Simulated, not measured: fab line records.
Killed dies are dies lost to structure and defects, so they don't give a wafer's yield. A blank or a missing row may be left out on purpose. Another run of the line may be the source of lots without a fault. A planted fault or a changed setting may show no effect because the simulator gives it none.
Matching of chambers || flow nand_harc || NHARC_A_M0_DESCUM_14 on rie_diel-05: 4 sister chambers
The step chemistry O2, time 3 s. 18 wafers are shown with their chamber, then 9 later ones without.

WAFERS PAIRED WITH THEIR CHAMBERS
{"wafer": "L075.1", "chamber": 0, "showerhead_plenum_p_Torr (Torr)": 2.04, "drypump_motor_current_A (A)": 5.5, "throttle_valve_pct (%)": 11.303}
{"wafer": "L075.3", "chamber": 1, "showerhead_plenum_p_Torr (Torr)": 2.04, "drypump_motor_current_A (A)": 5.1, "throttle_valve_pct (%)": 11.304}
{"wafer": "L075.5", "chamber": 3, "showerhead_plenum_p_Torr (Torr)": 1.83, "drypump_motor_current_A (A)": 5.1, "throttle_valve_pct (%)": 11.324}
{"wafer": "L076.1", "chamber": 0, "showerhead_plenum_p_Torr (Torr)": 2.04, "drypump_motor_current_A (A)": 5.5, "throttle_valve_pct (%)": 11.325}
{"wafer": "L076.4", "chamber": 0, "showerhead_plenum_p_Torr (Torr)": 2.04, "drypump_motor_current_A (A)": 5.4, "throttle_valve_pct (%)": 11.295}
{"wafer": "L076.5", "chamber": 3, "showerhead_plenum_p_Torr (Torr)": 1.83, "drypump_motor_current_A (A)": 5.1, "throttle_valve_pct (%)": 11.327}
{"wafer": "L080.1", "chamber": 0, "showerhead_plenum_p_Torr (Torr)": 2.03, "drypump_motor_current_A (A)": 5.5, "throttle_valve_pct (%)": 11.302}
{"wafer": "L080.2", "chamber": 1, "showerhead_plenum_p_Torr (Torr)": 2.04, "drypump_motor_current_A (A)": 5.1, "throttle_valve_pct (%)": 11.316}
{"wafer": "L080.6", "chamber": 2, "showerhead_plenum_p_Torr (Torr)": 1.85, "drypump_motor_current_A (A)": 5.1, "throttle_valve_pct (%)": 11.303}
{"wafer": "L086.1", "chamber": 0, "showerhead_plenum_p_Torr (Torr)": 2.03, "drypump_motor_current_A (A)": 5.5, "throttle_valve_pct (%)": 11.316}
{"wafer": "L086.2", "chamber": 2, "showerhead_plenum_p_Torr (Torr)": 1.85, "drypump_motor_current_A (A)": 5.1, "throttle_valve_pct (%)": 11.299}
{"wafer": "L086.5", "chamber": 2, "showerhead_plenum_p_Torr (Torr)": 1.85, "drypump_motor_current_A (A)": 5.1, "throttle_valve_pct (%)": 11.313}
{"wafer": "L088.2", "chamber": 3, "showerhead_plenum_p_Torr (Torr)": 1.83, "drypump_motor_current_A (A)": 5.1, "throttle_valve_pct (%)": 11.312}
{"wafer": "L088.4", "chamber": 2, "showerhead_plenum_p_Torr (Torr)": 1.85, "drypump_motor_current_A (A)": 5.2, "throttle_valve_pct (%)": 11.313}
{"wafer": "L088.5", "chamber": 0, "showerhead_plenum_p_Torr (Torr)": 2.03, "drypump_motor_current_A (A)": 5.5, "throttle_valve_pct (%)": 11.323}
{"wafer": "L091.2", "chamber": 1, "showerhead_plenum_p_Torr (Torr)": 2.04, "drypump_motor_current_A (A)": 5.1, "throttle_valve_pct (%)": 11.310}
{"wafer": "L091.3", "chamber": 0, "showerhead_plenum_p_Torr (Torr)": 2.03, "drypump_motor_current_A (A)": 5.5, "throttle_valve_pct (%)": 11.319}
{"wafer": "L091.4", "chamber": 3, "showerhead_plenum_p_Torr (Torr)": 1.83, "drypump_motor_current_A (A)": 5.1, "throttle_valve_pct (%)": 11.337}

SIGNATURES, as means of the wafers listed above
{"reading": "showerhead_plenum_p_Torr", "chamber 0": 2.0343, "chamber 1": 2.0400, "chamber 2": 1.8500, "chamber 3": 1.8300, "scatter within a chamber": 0.0035}
{"reading": "drypump_motor_current_A", "chamber 0": 5.486, "chamber 1": 5.100, "chamber 2": 5.125, "chamber 3": 5.100, "scatter within a chamber": 0.0339}
{"reading": "throttle_valve_pct", "chamber 0": 11.31186, "chamber 1": 11.31000, "chamber 2": 11.30700, "chamber 3": 11.32500, "scatter within a chamber": 0.00988}
Rule: a wafer's distance from a chamber is the root of the sum, over the readings, of the square of ((its reading less the chamber's mean) divided by the reading's scatter). If the next closest chamber is less than 2 further off than the closest, the wafer can't be placed; otherwise it belongs to the closest. The scatter: take each reading less its chamber's mean, square it, sum over the shown wafers, divide by the number of wafers less the number of chambers, and take the root.

WAFERS MISSING THEIR CHAMBER
{"wafer": "L095.1", "showerhead_plenum_p_Torr (Torr)": 2.04, "drypump_motor_current_A (A)": 5.1, "throttle_valve_pct (%)": 11.318}
{"wafer": "L095.2", "showerhead_plenum_p_Torr (Torr)": 1.85, "drypump_motor_current_A (A)": 5.1, "throttle_valve_pct (%)": 11.324}
{"wafer": "L095.5", "showerhead_plenum_p_Torr (Torr)": 1.85, "drypump_motor_current_A (A)": 5.1, "throttle_valve_pct (%)": 11.316}
{"wafer": "L096.1", "showerhead_plenum_p_Torr (Torr)": 1.83, "drypump_motor_current_A (A)": 5.1, "throttle_valve_pct (%)": 11.318}
{"wafer": "L096.2", "showerhead_plenum_p_Torr (Torr)": 1.85, "drypump_motor_current_A (A)": 5.1, "throttle_valve_pct (%)": 11.319}
{"wafer": "L096.5", "showerhead_plenum_p_Torr (Torr)": 2.03, "drypump_motor_current_A (A)": 5.5, "throttle_valve_pct (%)": 11.315}
{"wafer": "L097.2", "showerhead_plenum_p_Torr (Torr)": 1.85, "drypump_motor_current_A (A)": 5.1, "throttle_valve_pct (%)": 11.317}
{"wafer": "L097.3", "showerhead_plenum_p_Torr (Torr)": 2.03, "drypump_motor_current_A (A)": 5.4, "throttle_valve_pct (%)": 11.321}
{"wafer": "L097.4", "showerhead_plenum_p_Torr (Torr)": 2.04, "drypump_motor_current_A (A)": 5.1, "throttle_valve_pct (%)": 11.314}

EACH ONE'S CHAMBER
{"wafer": "L095.1", "from the rows above": 1, "in truth": 1}
{"wafer": "L095.2", "from the rows above": 2, "in truth": 2}
{"wafer": "L095.5", "from the rows above": 2, "in truth": 2}
{"wafer": "L096.1", "from the rows above": 3, "in truth": 3}
{"wafer": "L096.2", "from the rows above": 2, "in truth": 2}
{"wafer": "L096.5", "from the rows above": 0, "in truth": 0}
{"wafer": "L097.2", "from the rows above": 2, "in truth": 2}
{"wafer": "L097.3", "from the rows above": 0, "in truth": 0}
{"wafer": "L097.4", "from the rows above": 1, "in truth": 1}
Correctly placed: 9 of 9. Left unplaced by these rows: 0. Placed wrongly: 0.
